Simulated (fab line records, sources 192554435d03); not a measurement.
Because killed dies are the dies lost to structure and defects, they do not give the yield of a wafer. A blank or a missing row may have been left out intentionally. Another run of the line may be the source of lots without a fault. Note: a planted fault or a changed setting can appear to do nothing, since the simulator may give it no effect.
Chamber matching ; flow n5_finfet ; rie_diel-02 running N5_BEOL_M3_ETCH_64: 4 sister chambers
The step etches SOC in N2/H2, target depth 75 nm, overetch 15 nm, time 112.5 s. 8 wafers are shown with their chamber, then 12 later ones without.

== WAFERS WITH THEIR CHAMBER ==
wafer;chamber;showerhead_plenum_p_Torr (Torr);throttle_valve_pct (%)
L075.6;0;2.40;18.18
L083.2;0;2.39;18.20
L091.1;3;2.48;17.88
L091.3;1;2.43;17.62
L091.6;2;2.63;18.06
L093.1;1;2.43;17.62
L093.2;2;2.63;18.06
L093.5;3;2.48;17.86

== WAFERS WITHOUT THEIR CHAMBER ==
wafer;showerhead_plenum_p_Torr (Torr);throttle_valve_pct (%)
L094.1;2.43;17.64
L094.2;2.63;18.08
L094.6;2.43;17.66
L095.1;2.70;17.89
L095.3;2.43;17.65
L095.5;2.70;17.90
L097.2;2.63;18.11
L097.4;2.43;17.66
L097.6;2.70;17.88
L096.1;2.70;17.90
L096.2;2.63;18.11
L096.3;2.43;17.67

== WHICH CHAMBER EACH WENT THROUGH ==
wafer;from the rows above;in truth
L094.1;1;1
L094.2;2;2
L094.6;1;1
L095.1;2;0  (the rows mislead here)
L095.3;1;1
L095.5;2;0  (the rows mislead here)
L097.2;2;2
L097.4;1;1
L097.6;2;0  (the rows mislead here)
L096.1;2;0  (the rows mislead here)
L096.2;2;2
L096.3;1;1
Correctly placed: 8 of 12. Number that these rows cannot place: 0. Number placed wrongly: 4.
How it was worked out, from the rows above alone: a wafer's distance from a chamber is the root of the sum, over the readings, of the square of ((its reading less the chamber's mean) divided by the reading's scatter). The wafer belongs to the nearest chamber; if the next one is less than 2 further off, it can't be placed. The mean given for a chamber averages the wafers shown for that chamber. How the scatter is found: for the shown wafers, subtract from each reading the mean of its chamber, square and add these, divide the total by (wafers less chambers), then take the root.
